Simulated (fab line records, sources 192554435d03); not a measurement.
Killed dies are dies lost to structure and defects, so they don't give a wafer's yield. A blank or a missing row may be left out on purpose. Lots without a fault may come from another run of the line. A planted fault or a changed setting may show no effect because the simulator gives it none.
Which tool did it? | flow n5_finfet | 22 lots, 66 wafers sampled, at 6 steps of a route of 1938

WHAT THE GAUGES READ, wafer by wafer
The record holds no reading of a measuring or inspecting step that can be judged against a usual standard deviation.

WHICH TOOL RAN EACH LOT (tool, then ch and the chambers of the sampled wafers, then the start)
lot  | N5_SDB_ETCH_18                    | N5_HKMG_FIN_HK_ALD_01           | N5_HKMG_FIN_ALD_75              | N5_HKMG_FIN_PWFM_ALD_03            | N5_HKMG_FIN_DESCUM_17             | N5_HKMG_FIN_ETCH_32
L074 | rie_diel-04 ch 1,2,3, day 3 20:00 | ald_hk-02 ch 0,1,2, day 4 00:22 | ald_hk-03 ch 0,1,3, day 4 00:51 | ald_metal-03 ch 0,2,3, day 4 03:56 | rie_diel-06 ch 0,1,3, day 4 04:44 | rie_diel-06 ch 0,1,3, day 4 04:49
L075 | rie_diel-01 ch 1,2,3, day 4 00:39 | ald_hk-01 ch 0,1,2, day 4 05:08 | ald_hk-02 ch 0,1,2, day 4 05:37 | ald_metal-01 ch 2,3, day 4 08:45   | rie_diel-04 ch 0,2,3, day 4 09:33 | rie_diel-04 ch 0,2,3, day 4 09:38
L076 | rie_diel-01 ch 0,1, day 4 10:35   | ald_hk-01 ch 0,1,3, day 4 15:08 | ald_hk-02 ch 0,1,2, day 4 15:37 | ald_metal-01 ch 1,2,3, day 4 18:58 | rie_diel-01 ch 0,1,2, day 4 19:46 | rie_diel-01 ch 0,1,2, day 4 19:52
L077 | rie_diel-06 ch 2,3, day 4 14:28   | ald_hk-01 ch 0,1,2, day 4 19:26 | ald_hk-02 ch 0,1,3, day 4 20:16 | ald_metal-03 ch 1,3, day 4 23:29   | rie_diel-01 ch 0,1,2, day 5 00:25 | rie_diel-01 ch 0,1,2, day 5 00:30
L079 | rie_diel-06 ch 0,2,3, day 5 07:30 | ald_hk-01 ch 0,1,3, day 5 12:19 | ald_hk-02 ch 0,2,3, day 5 13:07 | ald_metal-01 ch 1,2,3, day 5 16:49 | rie_diel-01 ch 0,2,3, day 5 17:45 | rie_diel-01 ch 0,2,3, day 5 17:50
L080 | rie_diel-01 ch 0,1,3, day 5 09:56 | ald_hk-03 ch 0,1, day 5 14:28   | ald_hk-01 ch 0,3, day 5 15:11   | ald_metal-01 ch 0,1,2, day 5 18:12 | rie_diel-01 ch 2,3, day 5 19:00   | rie_diel-01 ch 2,3, day 5 19:05
L081 | rie_diel-01 ch 0,2, day 5 16:40   | ald_hk-03 ch 0,1,3, day 5 21:02 | ald_hk-01 ch 0,2,3, day 5 21:31 | ald_metal-04 ch 1,3, day 6 00:43   | rie_diel-04 ch 0,2,3, day 6 01:31 | rie_diel-04 ch 0,2,3, day 6 01:36
L082 | rie_diel-06 ch 0,1,3, day 5 21:01 | ald_hk-01 ch 0,1,2, day 6 01:26 | ald_hk-02 ch 2,3, day 6 01:55   | ald_metal-01 ch 1,2, day 6 05:13   | rie_diel-06 ch 2,3, day 6 06:09   | rie_diel-06 ch 2,3, day 6 06:14
L083 | rie_diel-04 ch 0,1, day 6 03:03   | ald_hk-01 ch 1,2, day 6 07:46   | ald_hk-02 ch 0,1, day 6 08:15   | ald_metal-04 ch 0,1, day 6 11:16   | rie_diel-04 ch 0,2,3, day 6 12:11 | rie_diel-04 ch 0,2,3, day 6 12:17
L084 | rie_diel-04 ch 0,1,3, day 6 10:16 | ald_hk-03 ch 0,2,3, day 6 14:38 | ald_hk-01 ch 0,1,3, day 6 15:06 | ald_metal-01 ch 1,3, day 6 18:07   | rie_diel-01 ch 1,2, day 6 19:46   | rie_diel-01 ch 1,2, day 6 19:51
L086 | rie_diel-04 ch 0,1, day 6 21:58   | ald_hk-01 ch 0,1, day 7 02:43   | ald_hk-01 ch 0,1,2, day 7 03:25 | ald_metal-03 ch 0,1, day 7 06:41   | rie_diel-04 ch 1,3, day 7 07:36   | rie_diel-04 ch 1,3, day 7 07:41
L085 | rie_diel-04 ch 0,1,3, day 6 22:19 | ald_hk-03 ch 1,2,3, day 7 02:59 | ald_hk-03 ch 0,3, day 7 03:41   | ald_metal-01 ch 1,3, day 7 07:11   | rie_diel-06 ch 0,1,3, day 7 08:25 | rie_diel-06 ch 0,1,3, day 7 08:30
L087 | rie_diel-01 ch 1,2,3, day 7 01:30 | ald_hk-01 ch 0,1, day 7 06:01   | ald_hk-02 ch 1,2, day 7 06:29   | ald_metal-03 ch 0,1,2, day 7 09:31 | rie_diel-01 ch 2,3, day 7 10:27   | rie_diel-01 ch 2,3, day 7 10:32
L088 | rie_diel-01 ch 0,1,3, day 7 09:06 | ald_hk-01 ch 1,2,3, day 7 13:41 | ald_hk-02 ch 0,1,2, day 7 14:10 | ald_metal-01 ch 1,2,3, day 7 17:22 | rie_diel-01 ch 0,2, day 7 18:10   | rie_diel-01 ch 0,2, day 7 18:16
L089 | rie_diel-06 ch 0,1,3, day 7 15:13 | ald_hk-03 ch 1,3, day 7 19:37   | ald_hk-02 ch 0,1,2, day 7 20:15 | ald_metal-04 ch 0,2,3, day 7 23:17 | rie_diel-04 ch 1,2, day 8 00:14   | rie_diel-04 ch 1,2, day 8 00:20
L090 | rie_diel-04 ch 1,2, day 7 23:35   | ald_hk-03 ch 0,1,3, day 8 05:19 | ald_hk-02 ch 0,2, day 8 05:48   | ald_metal-04 ch 2,3, day 8 08:53   | rie_diel-01 ch 0,3, day 8 09:50   | rie_diel-01 ch 0,3, day 8 09:55
L091 | rie_diel-06 ch 0,1,3, day 8 00:13 | ald_hk-02 ch 0,3, day 8 04:35   | ald_hk-01 ch 1,2,3, day 8 05:04 | ald_metal-04 ch 0,1,3, day 8 08:04 | rie_diel-01 ch 1,2,3, day 8 09:20 | rie_diel-01 ch 1,2,3, day 8 09:25
L093 | rie_diel-04 ch 0,1,3, day 8 13:17 | ald_hk-03 ch 0,1,2, day 8 17:43 | ald_hk-02 ch 1,2,3, day 8 18:12 | ald_metal-03 ch 0,2,3, day 8 21:04 | rie_diel-06 ch 0,1,2, day 8 22:26 | rie_diel-06 ch 0,1,2, day 8 22:31
L094 | rie_diel-04 ch 0,3, day 8 16:40   | ald_hk-03 ch 0,1,3, day 8 21:21 | ald_hk-02 ch 1,2, day 8 21:50   | ald_metal-01 ch 0,1, day 9 01:10   | rie_diel-01 ch 1,2, day 9 02:07   | rie_diel-01 ch 1,2, day 9 02:13
L095 | rie_diel-04 ch 2,3, day 9 00:05   | ald_hk-01 ch 0,1,2, day 9 04:28 | ald_hk-03 ch 2,3, day 9 04:58   | ald_metal-03 ch 1,3, day 9 07:50   | rie_diel-06 ch 0,1,2, day 9 08:39 | rie_diel-06 ch 0,1,2, day 9 08:44
L096 | rie_diel-01 ch 0,1,2, day 9 08:58 | ald_hk-02 ch 0,1,3, day 9 13:20 | ald_hk-01 ch 0,1, day 9 13:50   | ald_metal-01 ch 1,3, day 9 17:10   | rie_diel-01 ch 1,3, day 9 18:11   | rie_diel-01 ch 1,3, day 9 18:16
L097 | rie_diel-06 ch 1,2, day 9 12:55   | ald_hk-03 ch 1,3, day 9 17:17   | ald_hk-02 ch 0,1,3, day 9 17:46 | ald_metal-04 ch 0,1,3, day 9 21:11 | rie_diel-04 ch 2,3, day 9 22:08   | rie_diel-04 ch 2,3, day 9 22:13
- N5_SDB_ETCH_18: etches SOC in N2/H2, target depth 100 nm, overetch 20 nm, time 150 s.
- N5_HKMG_FIN_HK_ALD_01: deposits HfO2, target thk 1.6 nm, pulse time 3 s, purge time 3 s.
- N5_HKMG_FIN_ALD_75: deposits Al2O3, target thk 1 nm, co reactant pulse time 1 s.
- N5_HKMG_FIN_PWFM_ALD_03: deposits TiN, target thk 2 nm, pulse time 1 s, purge time 3 s.
- N5_HKMG_FIN_DESCUM_17: chemistry O2, time 7.9 s.
- N5_HKMG_FIN_ETCH_32: etches SOC in N2/H2, target depth 240 nm, time 300 s.

WHAT THE TOOLS THEMSELVES READ (means of the sampled wafers that have a number; where no wafer has one, the mark that the record gives instead)
N5_SDB_ETCH_18.
lot  | tool        | chamber_pressure_mTorr (mTorr) | drypump_motor_current_A (A) | oes_product_au (a.u.) | rf_vpp_V (V) | showerhead_plenum_p_Torr (Torr) | throttle_valve_pct (%)
L074 | rie_diel-04 | 29.994                         | 5.9                         | 0.66                  | 522.0        | 2.47                            | 17.88
L075 | rie_diel-01 | 29.989                         | 5.4                         | 0.63                  | 524.5        | 2.56                            | 17.88
L076 | rie_diel-01 | 30.000                         | 5.2                         | 0.63                  | 524.8        | 2.59                            | 18.22
L077 | rie_diel-06 | 30.012                         | 6.3                         | 0.67                  | 525.6        | 2.60                            | 17.84
L079 | rie_diel-06 | 30.017                         | 5.9                         | 0.67                  | 524.3        | 2.61                            | 17.89
L080 | rie_diel-01 | 30.003                         | 5.3                         | 0.70                  | 525.0        | 2.58                            | 17.97
L081 | rie_diel-01 | 29.977                         | 5.5                         | 0.65                  | 524.6        | 2.57                            | 17.92
L082 | rie_diel-06 | 30.004                         | 5.9                         | 0.67                  | 525.1        | 2.61                            | 17.85
L083 | rie_diel-04 | 30.017                         | 5.6                         | 0.64                  | 523.4        | 2.53                            | 18.02
L084 | rie_diel-04 | 30.020                         | 5.6                         | 0.65                  | 522.2        | 2.49                            | 17.92
L086 | rie_diel-04 | 30.018                         | 5.6                         | 0.63                  | 523.3        | 2.52                            | 18.04
L085 | rie_diel-04 | 29.981                         | 5.6                         | 0.65                  | 522.7        | 2.49                            | 17.93
L087 | rie_diel-01 | 30.001                         | 5.4                         | 0.77                  | 524.8        | 2.55                            | 17.63
L088 | rie_diel-01 | 30.012                         | 5.4                         | 0.84                  | 525.2        | 2.57                            | 17.73
L089 | rie_diel-06 | 29.997                         | 5.9                         | 0.66                  | 525.7        | 2.60                            | 17.89
L090 | rie_diel-04 | 30.011                         | 5.9                         | 0.71                  | 525.0        | 2.59                            | 17.89
L091 | rie_diel-06 | 29.994                         | 5.9                         | 0.66                  | 526.1        | 2.60                            | 17.89
L093 | rie_diel-04 | 29.998                         | 5.6                         | 0.64                  | 521.9        | 2.48                            | 17.96
L094 | rie_diel-04 | 29.992                         | 5.6                         | 0.65                  | 521.8        | 2.45                            | 17.84
L095 | rie_diel-04 | 30.009                         | 5.9                         | 0.72                  | 523.2        | 2.52                            | 17.70
L096 | rie_diel-01 | 30.005                         | 5.3                         | 0.75                  | 524.2        | 2.54                            | 17.76
L097 | rie_diel-06 | 29.971                         | 5.4                         | 0.75                  | 522.6        | 2.50                            | 17.72

N5_HKMG_FIN_HK_ALD_01.
lot  | tool      | precursor_pulse_height_rel
L074 | ald_hk-02 | 1.013
L075 | ald_hk-01 | 0.989
L076 | ald_hk-01 | 1.021
L077 | ald_hk-01 | 1.013
L079 | ald_hk-01 | 1.011
L080 | ald_hk-03 | 1.009
L081 | ald_hk-03 | 0.993
L082 | ald_hk-01 | 1.010
L083 | ald_hk-01 | 0.988
L084 | ald_hk-03 | 1.016
L086 | ald_hk-01 | 1.008
L085 | ald_hk-03 | 1.001
L087 | ald_hk-01 | 1.018
L088 | ald_hk-01 | 0.999
L089 | ald_hk-03 | 0.990
L090 | ald_hk-03 | 1.000
L091 | ald_hk-02 | 1.004
L093 | ald_hk-03 | 0.997
L094 | ald_hk-03 | 0.994
L095 | ald_hk-01 | 0.993
L096 | ald_hk-02 | 0.996
L097 | ald_hk-03 | 1.006

N5_HKMG_FIN_ALD_75.
lot  | tool      | heater_power_w (W) | precursor_pulse_height_rel
L074 | ald_hk-03 | 149                | 1.000
L075 | ald_hk-02 | 149                | 1.016
L076 | ald_hk-02 | 149                | 0.991
L077 | ald_hk-02 | 154                | 1.001
L079 | ald_hk-02 | 142                | 1.009
L080 | ald_hk-01 | 143                | 0.996
L081 | ald_hk-01 | 148                | 1.003
L082 | ald_hk-02 | 152                | 1.005
L083 | ald_hk-02 | 161                | 0.992
L084 | ald_hk-01 | 152                | 1.011
L086 | ald_hk-01 | 143                | 1.028
L085 | ald_hk-03 | 156                | 0.987
L087 | ald_hk-02 | 162                | 1.014
L088 | ald_hk-02 | 149                | 1.005
L089 | ald_hk-02 | 147                | 0.995
L090 | ald_hk-02 | 132                | 1.019
L091 | ald_hk-01 | 151                | 0.998
L093 | ald_hk-02 | 155                | 1.001
L094 | ald_hk-02 | 166                | 0.984
L095 | ald_hk-03 | 158                | 0.985
L096 | ald_hk-01 | 144                | 1.002
L097 | ald_hk-02 | 156                | 0.986

N5_HKMG_FIN_PWFM_ALD_03.
lot  | tool         | heater_power_w (W) | precursor_pulse_height_rel
L074 | ald_metal-03 | 870                | 1.021
L075 | ald_metal-01 | 970                | 1.006
L076 | ald_metal-01 | 987                | 0.982
L077 | ald_metal-03 | 906                | 1.012
L079 | ald_metal-01 | 980                | 0.998
L080 | ald_metal-01 | 955                | 0.994
L081 | ald_metal-04 | 845                | 1.003
L082 | ald_metal-01 | 1050               | 1.016
L083 | ald_metal-04 | 924                | 0.991
L084 | ald_metal-01 | 934                | 1.010
L086 | ald_metal-03 | 896                | 0.990
L085 | ald_metal-01 | 941                | 0.990
L087 | ald_metal-03 | 889                | 0.993
L088 | ald_metal-01 | 977                | 0.990
L089 | ald_metal-04 | 866                | 0.996
L090 | ald_metal-04 | 895                | 0.996
L091 | ald_metal-04 | 892                | 0.978
L093 | ald_metal-03 | 868                | 1.000
L094 | ald_metal-01 | 860                | 0.986
L095 | ald_metal-03 | 919                | 1.016
L096 | ald_metal-01 | 950                | 0.984
L097 | ald_metal-04 | 887                | 1.001

N5_HKMG_FIN_DESCUM_17.
lot  | tool        | chamber_pressure_mTorr (mTorr) | drypump_motor_current_A (A) | oes_product_au (a.u.) | rf_vpp_V (V) | showerhead_plenum_p_Torr (Torr) | throttle_valve_pct (%)
L074 | rie_diel-06 | 20.002                         | 5.9                         | 0.75                  | 244.8        | 2.15                            | 20.47
L075 | rie_diel-04 | 20.003                         | 5.9                         | 0.72                  | 241.6        | 2.02                            | 20.54
L076 | rie_diel-01 | 20.013                         | 5.3                         | 0.71                  | 243.3        | 2.10                            | 20.53
L077 | rie_diel-01 | 19.984                         | 5.2                         | 0.71                  | 243.4        | 2.10                            | 20.54
L079 | rie_diel-01 | 20.016                         | 5.6                         | 0.80                  | 243.5        | 2.13                            | 20.50
L080 | rie_diel-01 | 19.995                         | 5.6                         | 0.82                  | 243.9        | 2.11                            | 20.25
L081 | rie_diel-04 | 19.999                         | 5.9                         | 0.72                  | 242.5        | 2.02                            | 20.55
L082 | rie_diel-06 | 20.009                         | 6.3                         | 0.74                  | 244.4        | 2.15                            | 20.57
L083 | rie_diel-04 | 20.005                         | 5.9                         | 0.71                  | 241.4        | 2.01                            | 20.57
L084 | rie_diel-01 | 20.018                         | 5.3                         | 0.80                  | 242.3        | 2.08                            | 20.16
L086 | rie_diel-04 | 19.988                         | 5.6                         | 0.73                  | 241.8        | 2.02                            | 20.24
L085 | rie_diel-06 | 20.007                         | 5.9                         | 0.73                  | 243.8        | 2.14                            | 20.49
L087 | rie_diel-01 | 20.007                         | 5.7                         | 0.86                  | 244.1        | 2.12                            | 20.32
L088 | rie_diel-01 | 20.003                         | 5.4                         | 0.81                  | 242.8        | 2.10                            | 20.38
L089 | rie_diel-04 | 20.000                         | 6.2                         | 0.87                  | 244.5        | 2.18                            | 20.33
L090 | rie_diel-01 | 19.984                         | 5.6                         | 0.93                  | 243.9        | 2.14                            | 20.45
L091 | rie_diel-01 | 20.015                         | 5.4                         | 0.84                  | 243.1        | 2.09                            | 20.22
L093 | rie_diel-06 | 20.002                         | 5.4                         | 0.78                  | 243.2        | 2.09                            | 20.42
L094 | rie_diel-01 | 20.011                         | 5.1                         | 0.84                  | 241.8        | 2.05                            | 20.14
L095 | rie_diel-06 | 19.988                         | 5.4                         | 0.78                  | 243.5        | 2.09                            | 20.40
L096 | rie_diel-01 | 19.989                         | 5.1                         | 0.89                  | 242.5        | 2.07                            | 20.17
L097 | rie_diel-04 | 20.007                         | 6.2                         | 0.85                  | 243.4        | 2.14                            | 20.28

N5_HKMG_FIN_ETCH_32.
lot  | tool        | chamber_pressure_mTorr (mTorr) | drypump_motor_current_A (A) | oes_product_au (a.u.) | rf_vpp_V (V) | showerhead_plenum_p_Torr (Torr) | throttle_valve_pct (%)
L074 | rie_diel-06 | 29.963                         | 5.9                         | 0.75                  | 526.5        | 2.62                            | 17.85
L075 | rie_diel-04 | 29.985                         | 5.9                         | 0.74                  | 521.8        | 2.46                            | 18.00
L076 | rie_diel-01 | 30.014                         | 5.2                         | 0.71                  | 524.7        | 2.56                            | 17.99
L077 | rie_diel-01 | 29.989                         | 5.3                         | 0.70                  | 524.8        | 2.55                            | 18.00
L079 | rie_diel-01 | 29.995                         | 5.5                         | 0.80                  | 525.2        | 2.59                            | 17.91
L080 | rie_diel-01 | 30.001                         | 5.6                         | 0.83                  | 525.3        | 2.56                            | 17.69
L081 | rie_diel-04 | 29.994                         | 6.0                         | 0.73                  | 521.9        | 2.45                            | 18.03
L082 | rie_diel-06 | 30.002                         | 6.3                         | 0.74                  | 525.5        | 2.60                            | 17.88
L083 | rie_diel-04 | 30.004                         | 5.9                         | 0.72                  | 521.1        | 2.45                            | 18.04
L084 | rie_diel-01 | 29.990                         | 5.3                         | 0.82                  | 524.2        | 2.53                            | 17.64
L086 | rie_diel-04 | 30.020                         | 5.6                         | 0.74                  | 521.8        | 2.45                            | 17.73
L085 | rie_diel-06 | 30.000                         | 5.9                         | 0.74                  | 525.9        | 2.60                            | 17.89
L087 | rie_diel-01 | 29.990                         | 5.7                         | 0.86                  | 525.2        | 2.58                            | 17.68
L088 | rie_diel-01 | 29.979                         | 5.5                         | 0.82                  | 524.2        | 2.56                            | 17.82
L089 | rie_diel-04 | 30.005                         | 6.2                         | 0.88                  | 526.4        | 2.65                            | 17.87
L090 | rie_diel-01 | 30.024                         | 5.7                         | 0.92                  | 525.3        | 2.60                            | 17.79
L091 | rie_diel-01 | 30.012                         | 5.4                         | 0.84                  | 523.4        | 2.54                            | 17.65
L093 | rie_diel-06 | 29.986                         | 5.4                         | 0.78                  | 523.4        | 2.55                            | 17.84
L094 | rie_diel-01 | 29.970                         | 5.1                         | 0.83                  | 523.0        | 2.50                            | 17.61
L095 | rie_diel-06 | 30.008                         | 5.4                         | 0.79                  | 523.9        | 2.55                            | 17.83
L096 | rie_diel-01 | 30.007                         | 5.2                         | 0.88                  | 523.4        | 2.52                            | 17.60
L097 | rie_diel-04 | 29.992                         | 6.2                         | 0.85                  | 526.2        | 2.61                            | 17.78

THE ANSWER, worked out from the rows above alone
Rule: what is usual is taken from the lots themselves. Put in order of their means at a reading, lots are off if they are a third of the lots or fewer, leave a main group of 4 or more, and stand apart from it by a gap of 3 or more times the standard deviation of the main group's means; of several such gaps the widest counts. A main group whose means are all the same, to the digits that the tables above print for the reading, isn't used. A lot without any number at a reading at which 4 lots or more have one is off too. The other lots that the step has rows for count as sound. The gauges are gone through in route order, then the tools' own readings, and for those a lot's mean is taken as printed above. The first step at which some lot is off is used, and at that step the reading that is off furthest; a lot without a number counts as furthest.
No lot is off at any reading shown: from this, nothing can be told.

WHAT THE SIMULATOR HAD PUT IN
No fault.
